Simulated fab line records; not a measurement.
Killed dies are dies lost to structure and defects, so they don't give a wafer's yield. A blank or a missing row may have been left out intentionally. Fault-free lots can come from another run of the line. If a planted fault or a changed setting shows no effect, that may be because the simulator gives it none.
Matching of chambers | flow n5_finfet | pecvd-03 running N5_ZERO_LAYER_PECVD_02: 3 sister chambers
The step deposits SiO2 from SiH4/N2O, target thk 10 nm, time 6 s. 6 wafers are shown with their chamber, then 8 later ones without.

## EACH WAFER AND ITS CHAMBER
wafer  | chamber | heater_power_w (W) | showerhead_plenum_p_Torr (Torr)
L081.2 | 2       | 631                | 8.26
L081.6 | 1       | 868                | 8.28
L089.1 | 1       | 881                | 8.27
L089.5 | 0       | 667                | 8.22
L089.6 | 2       | 718                | 8.29
L090.3 | 0       | 745                | 8.22

## WAFERS WITH NO CHAMBER GIVEN
wafer  | heater_power_w (W) | showerhead_plenum_p_Torr (Torr)
L090.5 | 845                | 8.29
L090.6 | 756                | 8.24
L092.4 | 640                | 8.29
L092.5 | 692                | 8.23
L092.6 | 858                | 8.27
L097.1 | 697                | 8.30
L097.3 | 838                | 8.26
L097.5 | 871                | 8.30

## THE CHAMBER EACH PASSED THROUGH
wafer  | from the rows above          | in truth
L090.5 | 1                            | 1
L090.6 | can't be placed: 0 or 2 or 1 | 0
L092.4 | 2                            | 2
L092.5 | 0                            | 0
L092.6 | 1                            | 1
L097.1 | 2                            | 2
L097.3 | 1                            | 1
L097.5 | 1                            | 1
Correctly placed: 7 of 8. Cannot be placed on the basis of these rows: 1; the candidates contain the true chamber in 1. Placed wrongly: 0.
How it was worked out, from the rows above alone: a wafer's distance from a chamber is the root of the sum, over the readings, of the square of ((its reading less the chamber's mean) divided by the reading's scatter). The wafer belongs to the nearest chamber; if the next one is less than 2 further off, it can't be placed. A chamber's mean is the mean of its shown wafers. The scatter is the square root of a quotient: the sum, over the shown wafers, of each reading's squared deviation from its chamber's mean, divided by wafers minus chambers.
